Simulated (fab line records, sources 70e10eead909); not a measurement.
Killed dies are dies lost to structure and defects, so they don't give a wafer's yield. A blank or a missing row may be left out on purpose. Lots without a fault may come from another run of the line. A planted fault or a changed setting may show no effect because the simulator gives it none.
Which tool did it? | flow nand_harc | 14 lots, 42 wafers sampled, at 4 steps of a route of 1302

WHAT THE GAUGES READ, wafer by wafer
The record holds no reading of a measuring or inspecting step that can be judged against a usual standard deviation.

WHICH TOOL RAN EACH LOT (tool, then ch and the chambers of the sampled wafers, then the start)
lot  | NHARC_A_CHANNEL_FILL_D2_ETCHBACK_08           | NHARC_A_STAIRCASE_DEP_156       | NHARC_A_STAIRCASE_DEVELOP_165     | NHARC_A_STAIRCASE_ETCH_170
L886 | rie_diel-06 ch 0,2,3, day 15 19:52 or earlier | pecvd-01 ch 0,1,2, day 15 19:52 | litho_track-03 ch 0, day 15 20:00 | rie_diel-10 ch 0,2,3, no start
L887 | rie_diel-06 ch 0,1,3, day 16 09:38 or earlier | pecvd-02 ch 1,2, day 16 09:38   | litho_track-03 ch 0, day 16 10:00 | rie_diel-05 ch 0,2,3, no start
L890 | rie_diel-06 ch 2,3, day 17 07:26 or earlier   | pecvd-04 ch 1,2, day 17 07:26   | litho_track-02 ch 0, day 17 08:00 | rie_diel-10 ch 0,3, no start
L889 | rie_diel-08 ch 0,1, day 17 07:47 or earlier   | pecvd-01 ch 0,1,2, day 17 07:47 | litho_track-07 ch 0, day 17 08:00 | rie_diel-01 ch 1,2,3, no start
L891 | rie_diel-06 ch 1,3, day 17 22:02 or earlier   | pecvd-04 ch 0,2, day 17 22:02   | litho_track-03 ch 0, day 17 22:00 | rie_diel-10 ch 0,2, no start
L892 | rie_diel-06 ch 1,2, day 18 05:40 or earlier   | pecvd-01 ch 0,1, day 18 05:40   | litho_track-07 ch 0, day 18 06:00 | rie_diel-10 ch 2,3, no start
L893 | rie_diel-06 ch 1,2,3, day 19 03:05 or earlier | pecvd-04 ch 1,2, day 19 03:05   | litho_track-07 ch 0, day 19 03:00 | rie_diel-10 ch 0,1,3, no start
L895 | rie_diel-08 ch 2,3, day 19 22:51 or earlier   | pecvd-01 ch 0,1,2, day 19 22:51 | litho_track-07 ch 0, day 19 23:00 | rie_diel-05 ch 1,3, no start
L902 | rie_diel-08 ch 0,2,3, day 22 16:10 or earlier | pecvd-01 ch 0,1,2, day 22 16:10 | litho_track-03, day 22 16:00      | rie_diel-05 ch 0,2,3, no start
L901 | rie_diel-06 ch 0,1,3, day 22 16:10 or earlier | pecvd-04 ch 1,2, day 22 16:10   | litho_track-07, day 22 16:00      | rie_diel-01 ch 1,2, no start
L905 | rie_diel-06 ch 1,3, day 23 23:29 or earlier   | pecvd-02 ch 1,2, day 23 23:29   | litho_track-03 ch 0, day 24 00:00 | rie_diel-01 ch 0,1, no start
L907 | rie_diel-03 ch 1,2,3, day 24 05:26 or earlier | pecvd-01 ch 0,1, day 24 05:26   | litho_track-03 ch 0, day 24 05:00 | rie_diel-10 ch 0,1,2, no start
L904 | rie_diel-06 ch 0,1, day 24 05:16 or earlier   | pecvd-04 ch 0,1, day 24 05:16   | litho_track-02 ch 0, day 24 05:00 | rie_diel-10 ch 0,1,2, no start
L908 | rie_diel-06 ch 0,2,3, day 25 13:05 or earlier | pecvd-04 ch 0,1,2, day 25 13:05 | litho_track-07 ch 0, day 25 13:00 | rie_diel-10 ch 0,2,3, no start
- NHARC_A_CHANNEL_FILL_D2_ETCHBACK_08: etches the open film in C4F8, target depth 220 nm, time 110 s.
- NHARC_A_STAIRCASE_DEP_156: deposits SiNx, target thk 50 nm.
- NHARC_A_STAIRCASE_DEVELOP_165: time 140 s.
- NHARC_A_STAIRCASE_ETCH_170: etches the open film in C4F6/O2, target depth 200 nm, time 66.667 s.

WHAT THE TOOLS THEMSELVES READ (means of the sampled wafers that have a number; where no wafer has one, the mark that the record gives instead)
NHARC_A_CHANNEL_FILL_D2_ETCHBACK_08. Usual: oes_product_au 0.96 a.u., standard deviation 0.036; rf_vpp_V 439.7 V, standard deviation 3.
lot  | tool        | oes_product_au (a.u.) | rf_vpp_V (V) | flag
L886 | rie_diel-06 | 0.95                  | 439.8        |
L887 | rie_diel-06 | 0.92                  | 437.9        |
L890 | rie_diel-06 | 1.00                  | 442.6        |
L889 | rie_diel-08 | 1.00                  | 440.8        |
L891 | rie_diel-06 | 1.00                  | 439.9        |
L892 | rie_diel-06 | 0.92                  | 443.5        |
L893 | rie_diel-06 | 0.93                  | 442.1        |
L895 | rie_diel-08 | 1.01                  | 437.7        |
L902 | rie_diel-08 | 0.93                  | 439.4        |
L901 | rie_diel-06 | 0.93                  | 438.4        |
L905 | rie_diel-06 | 0.93                  | 439.6        |
L907 | rie_diel-03 | 1.00                  | 441.4        |
L904 | rie_diel-06 | 0.97                  | 439.2        |
L908 | rie_diel-06 | 1.00                  | 439.6        |

NHARC_A_STAIRCASE_DEP_156. Usual: heater_power_w 713 W, standard deviation 130; susceptor_temp_C 400.03 C, standard deviation 0.24.
lot  | tool     | heater_power_w (W) | susceptor_temp_C (C) | flag
L886 | pecvd-01 | 681                | 399.88               |
L887 | pecvd-02 | 751                | 399.82               |
L890 | pecvd-04 | 680                | 399.89               |
L889 | pecvd-01 | 673                | 400.20               |
L891 | pecvd-04 | 653                | 399.91               |
L892 | pecvd-01 | 687                | 399.90               |
L893 | pecvd-04 | 661                | 399.99               |
L895 | pecvd-01 | 661                | 400.15               |
L902 | pecvd-01 | 699                | 399.92               |
L901 | pecvd-04 | 603                | 400.09               |
L905 | pecvd-02 | 704                | 400.32               |
L907 | pecvd-01 | 684                | 400.10               |
L904 | pecvd-04 | 707                | 400.09               |
L908 | pecvd-04 | 641                | 400.12               |

NHARC_A_STAIRCASE_DEVELOP_165. Usual: chill_plate_temp_C 23.00 C, standard deviation 0.12; exhaust_pa 45.0 Pa, standard deviation 0.85.
lot  | tool           | chill_plate_temp_C (C) | exhaust_pa (Pa) | flag
L886 | litho_track-03 | 22.91                  | 45.1            |
L887 | litho_track-03 | 23.25                  | 44.9            |
L890 | litho_track-02 | 23.04                  | 44.8            |
L889 | litho_track-07 | 22.85                  | 46.1            |
L891 | litho_track-03 | 22.90                  | 44.8            |
L892 | litho_track-07 | 23.13                  | 45.1            |
L893 | litho_track-07 | 23.00                  | 44.3            |
L895 | litho_track-07 | 22.94                  | 45.8            |
L902 | litho_track-03 | -                      | -               | OFF
L901 | litho_track-07 | -                      | -               | OFF
L905 | litho_track-03 | 23.01                  | 44.6            |
L907 | litho_track-03 | 22.99                  | 44.1            |
L904 | litho_track-02 | 23.01                  | 45.1            |
L908 | litho_track-07 | 23.07                  | 45.6            |

NHARC_A_STAIRCASE_ETCH_170. Usual: drypump_motor_current_A 5.6 A, standard deviation 0.48; oes_product_au 0.977 a.u., standard deviation 0.0094; rf_vpp_V 547.4 V, standard deviation 3; showerhead_plenum_p_Torr 3.95 Torr, standard deviation 0.14; throttle_valve_pct 26.904 %, standard deviation 0.0084.
lot  | tool        | drypump_motor_current_A (A) | oes_product_au (a.u.) | rf_vpp_V (V) | showerhead_plenum_p_Torr (Torr) | throttle_valve_pct (%) | flag
L886 | rie_diel-10 | 5.6                         | 0.969                 | 548.2        | 3.97                            | 26.897                 |
L887 | rie_diel-05 | 5.2                         | 0.986                 | 547.9        | 3.98                            | 26.911                 |
L890 | rie_diel-10 | 5.6                         | 0.960                 | 546.1        | 3.86                            | 26.899                 |
L889 | rie_diel-01 | 5.8                         | 0.974                 | 549.7        | 4.04                            | 26.907                 |
L891 | rie_diel-10 | 5.3                         | 0.982                 | 548.8        | 4.02                            | 26.913                 |
L892 | rie_diel-10 | 5.9                         | 0.975                 | 545.9        | 3.91                            | 26.907                 |
L893 | rie_diel-10 | 5.8                         | 0.974                 | 547.0        | 3.92                            | 26.906                 |
L895 | rie_diel-05 | 5.8                         | 0.982                 | 543.0        | 3.74                            | 26.907                 |
L902 | rie_diel-05 | 5.1                         | 0.980                 | 546.7        | 3.95                            | 26.896                 |
L901 | rie_diel-01 | 5.7                         | 0.980                 | 548.2        | 4.00                            | 26.907                 |
L905 | rie_diel-01 | 5.7                         | 0.981                 | 548.7        | 4.02                            | 26.909                 |
L907 | rie_diel-10 | 5.7                         | 0.974                 | 547.8        | 4.00                            | 26.910                 |
L904 | rie_diel-10 | 5.8                         | 0.976                 | 548.2        | 4.00                            | 26.901                 |
L908 | rie_diel-10 | 5.6                         | 0.975                 | 546.9        | 3.93                            | 26.910                 |

THE ANSWER, worked out from the rows above alone
Rule: a lot is off if the mean of its wafers that have a number lies more than 3 standard deviations from the usual mean. A lot without any number at a reading at which 4 lots or more have one is off too. The other lots that the step has rows for count as sound. The gauges are gone through in route order, then the tools' own readings, and for those a lot's mean is taken as printed above. The first step at which some lot is off is used, and at that step the reading that is off furthest; a lot without a number counts as furthest.
Off: L902, L901, at NHARC_A_STAIRCASE_DEVELOP_165 (chill_plate_temp_C). Without a number there: L902, L901.
A tool fits if, at that step or a process step before it, it ran every lot that is off, and no sound lot after the first of them. NHARC_A_CHANNEL_FILL_D2_ETCHBACK_08 gives no start for some lots, so the hours and the order of its lots are those of NHARC_A_STAIRCASE_DEP_156. None of those tried fits.

WHAT THE SIMULATOR HAD PUT IN
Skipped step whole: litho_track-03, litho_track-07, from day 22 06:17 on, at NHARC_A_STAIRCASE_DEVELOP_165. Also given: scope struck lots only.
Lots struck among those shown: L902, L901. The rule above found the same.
